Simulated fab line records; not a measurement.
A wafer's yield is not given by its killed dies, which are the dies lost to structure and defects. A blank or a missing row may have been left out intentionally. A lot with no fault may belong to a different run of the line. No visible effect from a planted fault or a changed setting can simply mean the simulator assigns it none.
Chamber matching :: flow n5_finfet :: N5_BEOL_M1_PRE_CLEAN_60 on cvd_co-01 has 3 sister chambers
The step time 15 s. 6 wafers are shown with their chamber, then 9 later ones without.

== WAFERS, EACH WITH ITS CHAMBER ==
wafer: L077.5
chamber: 1
heater_power_w (W): 90

wafer: L080.5
chamber: 0
heater_power_w (W): 75

wafer: L080.6
chamber: 2
heater_power_w (W): 84

wafer: L082.1
chamber: 0
heater_power_w (W): 75

wafer: L082.3
chamber: 2
heater_power_w (W): 82

wafer: L082.4
chamber: 1
heater_power_w (W): 91

== WAFERS WHOSE CHAMBER IS MISSING ==
wafer: L084.1
heater_power_w (W): 73

wafer: L084.2
heater_power_w (W): 90

wafer: L084.4
heater_power_w (W): 84

wafer: L086.1
heater_power_w (W): 84

wafer: L086.4
heater_power_w (W): 77

wafer: L086.6
heater_power_w (W): 82

wafer: L087.2
heater_power_w (W): 75

wafer: L087.3
heater_power_w (W): 91

wafer: L087.5
heater_power_w (W): 90

== WHICH CHAMBER EACH WENT THROUGH ==
wafer: L084.1
from the rows above: 0
in truth: 0

wafer: L084.2
from the rows above: 1
in truth: 1

wafer: L084.4
from the rows above: 2
in truth: 2

wafer: L086.1
from the rows above: 2
in truth: 2

wafer: L086.4
from the rows above: 0
in truth: 0

wafer: L086.6
from the rows above: 2
in truth: 2

wafer: L087.2
from the rows above: 0
in truth: 0

wafer: L087.3
from the rows above: 1
in truth: 1

wafer: L087.5
from the rows above: 1
in truth: 1
Correct placement for 9 of the 9. Can't be placed from these rows: 0. Placed wrongly: 0.
How it was worked out, from the rows above alone: a wafer's distance from a chamber is the root of the sum, over the readings, of the square of ((its reading less the chamber's mean) divided by the reading's scatter). If the next closest chamber is less than 2 further off than the closest, the wafer can't be placed; otherwise it belongs to the closest. The mean given for a chamber averages the wafers shown for that chamber. How the scatter is found: for the shown wafers, subtract from each reading the mean of its chamber, square and add these, divide the total by (wafers less chambers), then take the root.
